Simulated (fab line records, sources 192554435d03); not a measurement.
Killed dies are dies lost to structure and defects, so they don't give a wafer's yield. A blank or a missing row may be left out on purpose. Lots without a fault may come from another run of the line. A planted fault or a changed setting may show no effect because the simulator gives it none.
Split-lot experiment | flow n5_finfet | 7 lots, 21 wafers read, on a route of 1938 steps

THE SPLIT
At N5_FIN_SAQP_PEB_14 (peb time 60 s), the setting peb_time_s was moved away from the recipe's 60 s on 7 of the 21 wafers read, by -12.2% to +13.5%. The other wafers ran this setting at the recipe's value.

FROM THE SPLIT TO THE READING: what the file shows between them, 1 step
- N5_FIN_SAQP_DEVELOP_15: develop time 30 s

THE READING
cd_nm, in nm, at N5_FIN_SAQP_CD_MEAS_16 (target cd 35.6 nm). Fault-free wafers of this fab line usually give 35.45 nm, standard deviation 0.25 nm.

wafer  | tool, chamber at the split | peb_time_s as run, s | against the recipe | cd_nm, nm | against lot-mates on the recipe
L079.1 | litho_track-05, 0          | 60                   | recipe             | 35.25     | -
L079.2 | litho_track-05, 0          | 68.13                | +13.5%             | 34.04     | -1.19
L079.3 | litho_track-05, 0          | 60                   | recipe             | 35.20     | -
L083.1 | litho_track-05, 0          | 52.68                | -12.2%             | 37.07     | +1.85
L083.3 | litho_track-05, 0          | 60                   | recipe             | 35.22     | -
L083.6 | litho_track-05, 0          | 52.68                | -12.2%             | 37.23     | +2.01
L085.1 | litho_track-05, 0          | 60                   | recipe             | 35.19     | -
L085.5 | litho_track-05, 0          | 60                   | recipe             | 35.34     | -
L085.6 | litho_track-05, 0          | 66.11                | +10.2%             | 34.31     | -0.95
L086.2 | litho_track-01, 0          | 60                   | recipe             | 35.49     | -
L086.4 | litho_track-01, 0          | 64.92                | +8.2%              | 33.91     | -1.47
L086.6 | litho_track-01, 0          | 60                   | recipe             | 35.26     | -
L089.1 | litho_track-05, 0          | 60                   | recipe             | 35.88     | -
L089.3 | litho_track-05, 0          | 60                   | recipe             | 35.27     | -
L089.5 | litho_track-05, 0          | 60                   | recipe             | 35.46     | -
L093.1 | litho_track-05, 0          | 60                   | recipe             | 35.90     | -
L093.4 | litho_track-05, 0          | 60                   | recipe             | 35.97     | -
L093.6 | litho_track-05, 0          | 55.42                | -7.6%              | 36.70     | +0.77
L096.1 | litho_track-01, 0          | 60                   | recipe             | 35.31     | -
L096.3 | litho_track-01, 0          | 60                   | recipe             | 35.08     | -
L096.5 | litho_track-01, 0          | 64.25                | +7.1%              | 34.27     | -0.92

THE FIT
A straight line over all 21 wafers: cd_nm changes by -0.135 nm for each +1% of peb_time_s; r = -0.95; the points scatter about the line by 0.29 nm.
The same after taking each lot's own level away (the mean of its wafers on the recipe; 21 wafers): -0.128 nm for each +1%; r = -0.96; scatter 0.25 nm.
On that fit, the largest move of peb_time_s shifts the reading by 1.7 nm.
The lots' own levels span 35.195 to 35.935 nm, that is 3.0 times the standard deviation above.
So the lot-to-lot level changes the slope little: the two slopes agree.
Check: with one of the wafers moved furthest among these (+13.5%) left out of the fit, the line predicts -1.89 nm for it against its lot-mates. It came out at -1.19 nm against them.

OTHER SPLITS ON THESE WAFERS
These wafers also went through other splits before the reading. Each is held against what the fit with the lots' levels taken away leaves over:
other split on the same wafers            | wafers away from the commonest value | r with cd_nm (lot level and that fit taken away)
N5_ZERO_LAYER_COAT_05 spin_rpm            | 8                                    | +0.19
N5_ZERO_LAYER_EXPOSE_08 dose_mj           | 5                                    | +0.40
N5_PMOS_HMC_CHANNEL_EPI_HM_DEP_34 time_s  | 8                                    | +0.03
N5_PMOS_HMC_CHANNEL_EPI_EXPOSE_06 dose_mj | 3                                    | -0.09
N5_FIN_SAQP_HM_DEP_72 time_s              | 5                                    | -0.04

THE FILE'S OWN FIT
cd_nm changes by -0.121 nm for each +1% of peb_time_s, r = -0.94.
